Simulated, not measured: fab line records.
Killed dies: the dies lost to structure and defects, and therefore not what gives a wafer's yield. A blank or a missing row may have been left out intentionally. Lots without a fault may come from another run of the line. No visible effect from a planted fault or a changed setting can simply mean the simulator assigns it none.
Split-lot experiment / flow n5-finfet / 21 wafers read across 7 lots, on a route 1938 steps long

== ON THE SPLIT ==
At N5_WELL_APT_COAT_19 (resist thk 950 nm), the setting spin-rpm was moved away from the recipe's 1357 rpm on 4 of the 21 wafers read, by -11.1% to +7.8%. All remaining wafers had this setting at the recipe value.

Reading taken at the split's own step.

== THE READING ==
coat_of_WELL_APT_COAT_19.thk-nm (the simulator's own value, which no gauge read), in nm, at N5_WELL_APT_COAT_19 (resist thk 950 nm). The file gives no usual value for it. Here, 17 wafers ran the recipe; their average is 952.3 nm with a standard deviation of 2.5 nm.

wafer=L075.2; tool, chamber at the split=litho-track-01, 0; spin-rpm as run, rpm=1357; against the recipe=recipe; coat_of_WELL_APT_COAT_19.thk-nm, nm=954.6; against lot-mates on the recipe=-
wafer=L075.3; tool, chamber at the split=litho-track-01, 0; spin-rpm as run, rpm=1357; against the recipe=recipe; coat_of_WELL_APT_COAT_19.thk-nm, nm=956; against lot-mates on the recipe=-
wafer=L075.6; tool, chamber at the split=litho-track-01, 0; spin-rpm as run, rpm=1357; against the recipe=recipe; coat_of_WELL_APT_COAT_19.thk-nm, nm=952.5; against lot-mates on the recipe=-
wafer=L076.1; tool, chamber at the split=litho-track-01, 0; spin-rpm as run, rpm=1357; against the recipe=recipe; coat_of_WELL_APT_COAT_19.thk-nm, nm=956.8; against lot-mates on the recipe=-
wafer=L076.2; tool, chamber at the split=litho-track-01, 0; spin-rpm as run, rpm=1357; against the recipe=recipe; coat_of_WELL_APT_COAT_19.thk-nm, nm=954.8; against lot-mates on the recipe=-
wafer=L076.3; tool, chamber at the split=litho-track-01, 0; spin-rpm as run, rpm=1357; against the recipe=recipe; coat_of_WELL_APT_COAT_19.thk-nm, nm=955.5; against lot-mates on the recipe=-
wafer=L077.1; tool, chamber at the split=litho-track-01, 0; spin-rpm as run, rpm=1357; against the recipe=recipe; coat_of_WELL_APT_COAT_19.thk-nm, nm=953; against lot-mates on the recipe=-
wafer=L077.2; tool, chamber at the split=litho-track-01, 0; spin-rpm as run, rpm=1463; against the recipe=+7.8%; coat_of_WELL_APT_COAT_19.thk-nm, nm=917.1; against lot-mates on the recipe=-35.4
wafer=L077.3; tool, chamber at the split=litho-track-01, 0; spin-rpm as run, rpm=1357; against the recipe=recipe; coat_of_WELL_APT_COAT_19.thk-nm, nm=952.1; against lot-mates on the recipe=-
wafer=L083.3; tool, chamber at the split=litho-track-04, 0; spin-rpm as run, rpm=1207; against the recipe=-11.1%; coat_of_WELL_APT_COAT_19.thk-nm, nm=1006; against lot-mates on the recipe=+57.9
wafer=L083.4; tool, chamber at the split=litho-track-04, 0; spin-rpm as run, rpm=1357; against the recipe=recipe; coat_of_WELL_APT_COAT_19.thk-nm, nm=948.1; against lot-mates on the recipe=-
wafer=L083.5; tool, chamber at the split=litho-track-04, 0; spin-rpm as run, rpm=1207; against the recipe=-11.1%; coat_of_WELL_APT_COAT_19.thk-nm, nm=1003; against lot-mates on the recipe=+54.9
wafer=L085.2; tool, chamber at the split=litho-track-05, 0; spin-rpm as run, rpm=1357; against the recipe=recipe; coat_of_WELL_APT_COAT_19.thk-nm, nm=949.1; against lot-mates on the recipe=-
wafer=L085.4; tool, chamber at the split=litho-track-05, 0; spin-rpm as run, rpm=1357; against the recipe=recipe; coat_of_WELL_APT_COAT_19.thk-nm, nm=952; against lot-mates on the recipe=-
wafer=L085.6; tool, chamber at the split=litho-track-05, 0; spin-rpm as run, rpm=1357; against the recipe=recipe; coat_of_WELL_APT_COAT_19.thk-nm, nm=949.7; against lot-mates on the recipe=-
wafer=L092.1; tool, chamber at the split=litho-track-01, 0; spin-rpm as run, rpm=1357; against the recipe=recipe; coat_of_WELL_APT_COAT_19.thk-nm, nm=948.8; against lot-mates on the recipe=-
wafer=L092.3; tool, chamber at the split=litho-track-01, 0; spin-rpm as run, rpm=1357; against the recipe=recipe; coat_of_WELL_APT_COAT_19.thk-nm, nm=950.8; against lot-mates on the recipe=-
wafer=L092.6; tool, chamber at the split=litho-track-01, 0; spin-rpm as run, rpm=1425; against the recipe=+5.0%; coat_of_WELL_APT_COAT_19.thk-nm, nm=927.2; against lot-mates on the recipe=-22.6
wafer=L096.3; tool, chamber at the split=litho-track-05, 0; spin-rpm as run, rpm=1357; against the recipe=recipe; coat_of_WELL_APT_COAT_19.thk-nm, nm=951.2; against lot-mates on the recipe=-
wafer=L096.4; tool, chamber at the split=litho-track-05, 0; spin-rpm as run, rpm=1357; against the recipe=recipe; coat_of_WELL_APT_COAT_19.thk-nm, nm=952.3; against lot-mates on the recipe=-
wafer=L096.5; tool, chamber at the split=litho-track-05, 0; spin-rpm as run, rpm=1357; against the recipe=recipe; coat_of_WELL_APT_COAT_19.thk-nm, nm=951.9; against lot-mates on the recipe=-

FIT RESULTS
A straight line over all 21 wafers: coat_of_WELL_APT_COAT_19.thk-nm changes by -4.7 nm for each +1% of spin-rpm; r = -0.99; the points scatter about the line by 2.5 nm.
The same after taking each lot's own level away (the mean of its wafers on the recipe; 21 wafers): -4.94 nm for each +1%; r = -1.00; scatter 1.4 nm.
The reading moves by 55 nm for the largest change in spin-rpm, on that fit.
Measured against the standard deviation above, the lots' own levels, which go from 948.10 to 955.70 nm, span 3.0 times it.
So the lot-to-lot level changes the slope little: the two slopes agree.
Check: +53.2 nm against its lot-mates is what the line predicts for one of the wafers moved furthest among these (-11.1%) when that wafer is left out of the fit. Against them it came out at +57.9 nm.

== ADDITIONAL SPLITS CARRIED BY THESE WAFERS ==
Other splits were also applied to these wafers ahead of the reading. Each is held against what the fit with the lots' levels taken away leaves over:
other split on the same wafers=N5_WELL_APT_PEB_06 peb-time-s; wafers away from the commonest value=3; r with coat_of_WELL_APT_COAT_19.thk-nm (lot level and that fit taken away)=-0.16
other split on the same wafers=N5_WELL_APT_DEVELOP_07 develop-time-s; wafers away from the commonest value=8; r with coat_of_WELL_APT_COAT_19.thk-nm (lot level and that fit taken away)=-0.06

== FILE'S OWN FIT ==
coat_of_WELL_APT_COAT_19.thk-nm changes by -4.87 nm for each +1% of spin-rpm, r = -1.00.
